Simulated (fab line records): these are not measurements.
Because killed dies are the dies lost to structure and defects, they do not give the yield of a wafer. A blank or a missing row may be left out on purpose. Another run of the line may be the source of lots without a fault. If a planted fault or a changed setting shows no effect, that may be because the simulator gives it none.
Lot-split experiment | flow n5_finfet | route with 1938 steps; 7 lots, 21 wafers read

== SPLIT DETAILS ==
At N5_BEOL_M11_COAT_63 (time 60 s, resist thk 100 nm), the setting spin_rpm was moved away from the recipe's 1500 rpm on 7 of the 21 wafers read, by -10.7% to +6.6%. This setting was run at the recipe's value on the other wafers.

== FROM THE SPLIT TO THE READING: what the file shows between them, 3 steps ==
- N5_BEOL_M11_PEB_26: peb time 60 s (also split here: peb_time_s)
- N5_BEOL_M11_DEVELOP_27: develop time 30 s
- N5_BEOL_M11_CD_MEAS_28: target cd 70 nm

== THE READING ==
etch.depth_nm (the simulator's own value, which no gauge read), in nm, at N5_BEOL_M11_ETCH_66 (etches SOC in N2/H2, target depth 120 nm, overetch 24 nm, time 180 s). No usual value for it is given in the file. Across the 14 wafers here that went through the recipe, the average is 99.96 nm and the standard deviation 0.16 nm.

wafer  | tool, chamber at the split | spin_rpm as run, rpm | against the recipe | etch.depth_nm, nm | against lot-mates on the recipe
L080.1 | litho_track-02, 0          | 1442                 | -3.9%              | 101.9             | +2.08
L080.2 | litho_track-02, 0          | 1500                 | recipe             | 99.64             | -
L080.4 | litho_track-02, 0          | 1500                 | recipe             | 100               | -
L079.2 | litho_track-02, 0          | 1500                 | recipe             | 99.72             | -
L079.3 | litho_track-02, 0          | 1500                 | recipe             | 99.89             | -
L079.4 | litho_track-02, 0          | 1500                 | recipe             | 99.91             | -
L085.2 | litho_track-01, 0          | 1500                 | recipe             | 99.92             | -
L085.4 | litho_track-01, 0          | 1500                 | recipe             | 100.2             | -
L085.6 | litho_track-01, 0          | 1500                 | recipe             | 100               | -
L094.2 | litho_track-05, 0          | 1500                 | recipe             | 100               | -
L094.5 | litho_track-05, 0          | 1500                 | recipe             | 100               | -
L094.6 | litho_track-05, 0          | 1500                 | recipe             | 99.87             | -
L093.2 | litho_track-01, 0          | 1500                 | recipe             | 99.93             | -
L093.3 | litho_track-01, 0          | 1358                 | -9.5%              | 104.9             | +4.97
L093.4 | litho_track-01, 0          | 1358                 | -9.5%              | 105.1             | +5.17
L095.2 | litho_track-01, 0          | 1500                 | recipe             | 100.3             | -
L095.4 | litho_track-01, 0          | 1340                 | -10.7%             | 106.1             | +5.80
L095.5 | litho_track-01, 0          | 1340                 | -10.7%             | 106.1             | +5.80
L097.1 | litho_track-02, 0          | 1599                 | +6.6%              | 96.81             | -3.29
L097.3 | litho_track-02, 0          | 1500                 | recipe             | 100.1             | -
L097.6 | litho_track-02, 0          | 1599                 | +6.6%              | 97.05             | -3.05

THE FIT
A straight line over all 21 wafers: etch.depth_nm changes by -0.533 nm for each +1% of spin_rpm; r = -1.00; the points scatter about the line by 0.25 nm.
The same after taking each lot's own level away (the mean of its wafers on the recipe; 21 wafers): -0.526 nm for each +1%; r = -1.00; scatter 0.14 nm.
On that fit, the largest move of spin_rpm shifts the reading by 5.6 nm.
The lots' own levels span 99.820 to 100.300 nm, that is 2.9 times the standard deviation above.
Consequently the slope shifts little with the lot-to-lot level, the two slopes agreeing.
Check: with one of the wafers moved furthest among these (-10.7%) left out of the fit, the line predicts +5.63 nm for it against its lot-mates. It came out at +5.8 nm against them.

== FURTHER SPLITS ON THESE WAFERS ==
These wafers also went through other splits before the reading. Each is held against what the fit with the lots' levels taken away leaves over:
other split on the same wafers | wafers away from the commonest value | r with etch.depth_nm (lot level and that fit taken away)
N5_BEOL_M10_COAT_60 spin_rpm   | 5                                    | +0.26
N5_BEOL_M11_PEB_26 peb_time_s  | 5                                    | -0.25

== THE WHOLE CHAIN: every reading that the file lists as answering this split, in the file's order ==
step                | what it does                                                         | reading                                                                         | change (the file's fit)               | r (the file's)
N5_BEOL_M11_COAT_63 | time 60 s, resist thk 100 nm                                         | SOC_of_BEOL_M11_COAT_63.thk_nm (the simulator's own value, which no gauge read) | -0.524 nm for each +1% of the setting | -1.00
N5_BEOL_M11_ETCH_66 | etches SOC in N2/H2, target depth 120 nm, overetch 24 nm, time 180 s | etch.depth_nm (the simulator's own value, which no gauge read)                  | -0.529 nm for each +1% of the setting | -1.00

== THE FILE'S OWN FIT ==
etch.depth_nm changes by -0.529 nm for each +1% of spin_rpm, r = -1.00.
